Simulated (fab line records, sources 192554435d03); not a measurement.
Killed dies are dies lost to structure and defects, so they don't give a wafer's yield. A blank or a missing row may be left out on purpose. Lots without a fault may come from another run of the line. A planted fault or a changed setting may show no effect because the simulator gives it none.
Chamber matching | flow n5_finfet | N5_HKMG_FIN_CVD_62 on thermal_cvd_si-01: 3 sister chambers
The step deposits a-Si from Si2H6, target thk 3 nm, time 20.8 s. 3 wafers are shown with their chamber, then 12 later ones without.

WAFERS WITH THEIR CHAMBER
wafer  | chamber | heater_power_w (W)
L091.1 | 2       | 1464
L091.2 | 1       | 1298
L091.3 | 0       | 1216

WAFERS WITHOUT THEIR CHAMBER
wafer  | heater_power_w (W)
L091.4 | 1216
L091.5 | 1299
L091.6 | 1423
L093.1 | 1439
L093.4 | 1436
L093.5 | 1190
L095.4 | 1474
L095.5 | 1215
L095.6 | 1301
L097.3 | 1275
L097.4 | 1433
L097.5 | 1297

WHICH CHAMBER EACH WENT THROUGH
wafer  | from the rows above     | in truth
L091.4 | 0                       | 0
L091.5 | 1                       | 1
L091.6 | 2                       | 2
L093.1 | 2                       | 2
L093.4 | 2                       | 2
L093.5 | 0                       | 0
L095.4 | 2                       | 2
L095.5 | 0                       | 0
L095.6 | 1                       | 1
L097.3 | can't be placed: 1 or 0 | 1
L097.4 | 2                       | 2
L097.5 | 1                       | 1
Placed correctly: 11 of 12. Can't be placed from these rows: 1 (the true chamber is among the candidates in 1). Placed wrongly: 0.
How it was worked out, from the rows above alone: a wafer's distance from a chamber is the root of the sum, over the readings, of the square of ((its reading less the chamber's mean) divided by the reading's scatter). The wafer belongs to the nearest chamber; if the next one is less than 2 further off, it can't be placed. A chamber's mean is the mean of its shown wafers. The scatter: with one shown wafer a chamber, the root of the mean of the squares of how far each hidden wafer lies from its nearest shown one.
